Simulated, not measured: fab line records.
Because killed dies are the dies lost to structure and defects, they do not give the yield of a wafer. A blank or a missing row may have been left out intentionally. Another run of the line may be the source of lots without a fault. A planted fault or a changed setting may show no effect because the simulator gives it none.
Split-lot experiment / flow n5 finfet / 7 lots, 21 wafers read, on a route of 1938 steps

ABOUT THE SPLIT
At N5_PMOS_HMC_CHANNEL_EPI_COAT_31 (time 60 s, resist thk 66 nm), the setting spin rpm was moved away from the recipe's 1500 rpm on 7 of the 21 wafers read, by -10.2% to +4.5%. This setting was run at the recipe's value on the other wafers.

FROM THE SPLIT TO THE READING: what the file shows between them, 4 steps
- N5_PMOS_HMC_CHANNEL_EPI_PEB_07: peb time 60 s (also split here: peb temp c)
- N5_PMOS_HMC_CHANNEL_EPI_DEVELOP_08: develop time 30 s
- N5_PMOS_HMC_CHANNEL_EPI_CD_MEAS_09: target cd 237.4 nm
- N5_PMOS_HMC_CHANNEL_EPI_DESCUM_14: chemistry O2, time 7.9 s

THE READING
etch.depth nm (the simulator's own value, which no gauge read), in nm, at N5_PMOS_HMC_CHANNEL_EPI_ETCH_32 (etches BARC in N2/H2, stops on SiO2, target depth 85.8 nm, time 50.3 s). No usual value for it is given in the file. Across the 14 wafers here that went through the recipe, the average is 65.89 nm and the standard deviation 0.28 nm.

wafer=L075.1; tool, chamber at the split=litho track-01, 0; spin rpm as run, rpm=1500; against the recipe=recipe; etch.depth nm, nm=66.23; against lot-mates on the recipe=-
wafer=L075.5; tool, chamber at the split=litho track-01, 0; spin rpm as run, rpm=1500; against the recipe=recipe; etch.depth nm, nm=66.26; against lot-mates on the recipe=-
wafer=L075.6; tool, chamber at the split=litho track-01, 0; spin rpm as run, rpm=1500; against the recipe=recipe; etch.depth nm, nm=66.26; against lot-mates on the recipe=-
wafer=L076.1; tool, chamber at the split=litho track-04, 0; spin rpm as run, rpm=1363; against the recipe=-9.1%; etch.depth nm, nm=69.26; against lot-mates on the recipe=+3.31
wafer=L076.3; tool, chamber at the split=litho track-04, 0; spin rpm as run, rpm=1500; against the recipe=recipe; etch.depth nm, nm=65.99; against lot-mates on the recipe=-
wafer=L076.6; tool, chamber at the split=litho track-04, 0; spin rpm as run, rpm=1500; against the recipe=recipe; etch.depth nm, nm=65.91; against lot-mates on the recipe=-
wafer=L078.4; tool, chamber at the split=litho track-01, 0; spin rpm as run, rpm=1500; against the recipe=recipe; etch.depth nm, nm=65.67; against lot-mates on the recipe=-
wafer=L078.5; tool, chamber at the split=litho track-01, 0; spin rpm as run, rpm=1381; against the recipe=-7.9%; etch.depth nm, nm=68.62; against lot-mates on the recipe=+2.95
wafer=L078.6; tool, chamber at the split=litho track-01, 0; spin rpm as run, rpm=1381; against the recipe=-7.9%; etch.depth nm, nm=68.52; against lot-mates on the recipe=+2.85
wafer=L081.2; tool, chamber at the split=litho track-04, 0; spin rpm as run, rpm=1500; against the recipe=recipe; etch.depth nm, nm=65.48; against lot-mates on the recipe=-
wafer=L081.4; tool, chamber at the split=litho track-04, 0; spin rpm as run, rpm=1500; against the recipe=recipe; etch.depth nm, nm=65.62; against lot-mates on the recipe=-
wafer=L081.5; tool, chamber at the split=litho track-04, 0; spin rpm as run, rpm=1500; against the recipe=recipe; etch.depth nm, nm=65.33; against lot-mates on the recipe=-
wafer=L085.1; tool, chamber at the split=litho track-03, 0; spin rpm as run, rpm=1500; against the recipe=recipe; etch.depth nm, nm=66.11; against lot-mates on the recipe=-
wafer=L085.3; tool, chamber at the split=litho track-03, 0; spin rpm as run, rpm=1567; against the recipe=+4.5%; etch.depth nm, nm=64.63; against lot-mates on the recipe=-1.48
wafer=L085.5; tool, chamber at the split=litho track-03, 0; spin rpm as run, rpm=1567; against the recipe=+4.5%; etch.depth nm, nm=64.8; against lot-mates on the recipe=-1.31
wafer=L090.1; tool, chamber at the split=litho track-03, 0; spin rpm as run, rpm=1500; against the recipe=recipe; etch.depth nm, nm=66.05; against lot-mates on the recipe=-
wafer=L090.4; tool, chamber at the split=litho track-03, 0; spin rpm as run, rpm=1388; against the recipe=-7.5%; etch.depth nm, nm=68.58; against lot-mates on the recipe=+2.59
wafer=L090.5; tool, chamber at the split=litho track-03, 0; spin rpm as run, rpm=1500; against the recipe=recipe; etch.depth nm, nm=65.93; against lot-mates on the recipe=-
wafer=L095.1; tool, chamber at the split=litho track-04, 0; spin rpm as run, rpm=1500; against the recipe=recipe; etch.depth nm, nm=65.77; against lot-mates on the recipe=-
wafer=L095.2; tool, chamber at the split=litho track-04, 0; spin rpm as run, rpm=1347; against the recipe=-10.2%; etch.depth nm, nm=69.47; against lot-mates on the recipe=+3.65
wafer=L095.3; tool, chamber at the split=litho track-04, 0; spin rpm as run, rpm=1500; against the recipe=recipe; etch.depth nm, nm=65.88; against lot-mates on the recipe=-

FIT RESULTS
A straight line over all 21 wafers: etch.depth nm changes by -0.338 nm for each +1% of spin rpm; r = -0.98; the points scatter about the line by 0.27 nm.
The same after taking each lot's own level away (the mean of its wafers on the recipe; 21 wafers): -0.352 nm for each +1%; r = -1.00; scatter 0.091 nm.
Per that fit: largest spin rpm move, reading shift of 3.6 nm.
The lots' own levels span 65.477 to 66.250 nm, that is 2.8 times the standard deviation above.
Consequently the slope shifts little with the lot-to-lot level, the two slopes agreeing.
Check: for one of the wafers moved furthest among these (-10.2%), held out of the fit, the line's prediction against its lot-mates is +3.62 nm. Against them it came out at +3.65 nm.

OTHER SPLITS ON THESE WAFERS
These wafers also went through other splits before the reading. Each is held against what the fit with the lots' levels taken away leaves over:
other split on the same wafers=N5_WELL_APT_COAT_19 spin rpm; wafers away from the commonest value=7; r with etch.depth nm (lot level and that fit taken away)=-0.10
other split on the same wafers=N5_WELL_APT_EXPOSE_22 dose mj; wafers away from the commonest value=11; r with etch.depth nm (lot level and that fit taken away)=-0.22
other split on the same wafers=N5_PMOS_HMC_CHANNEL_EPI_PEB_07 peb temp c; wafers away from the commonest value=8; r with etch.depth nm (lot level and that fit taken away)=+0.38

THE WHOLE CHAIN: every reading that the file lists as answering this split, in the file's order
step=N5_PMOS_HMC_CHANNEL_EPI_COAT_31; what it does=time 60 s, resist thk 66 nm; reading=BARC_of_PMOS_HMC_CHANNEL_EPI_COAT_31.thk nm (the simulator's own value, which no gauge read); change (the file's fit)=-0.356 nm for each +1% of the setting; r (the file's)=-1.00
step=N5_PMOS_HMC_CHANNEL_EPI_ETCH_32; what it does=etches BARC in N2/H2, stops on SiO2, target depth 85.8 nm, time 50.3 s; reading=etch.depth nm (the simulator's own value, which no gauge read); change (the file's fit)=-0.356 nm for each +1% of the setting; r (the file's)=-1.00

FILE'S OWN FIT
etch.depth nm changes by -0.356 nm for each +1% of spin rpm, r = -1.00.
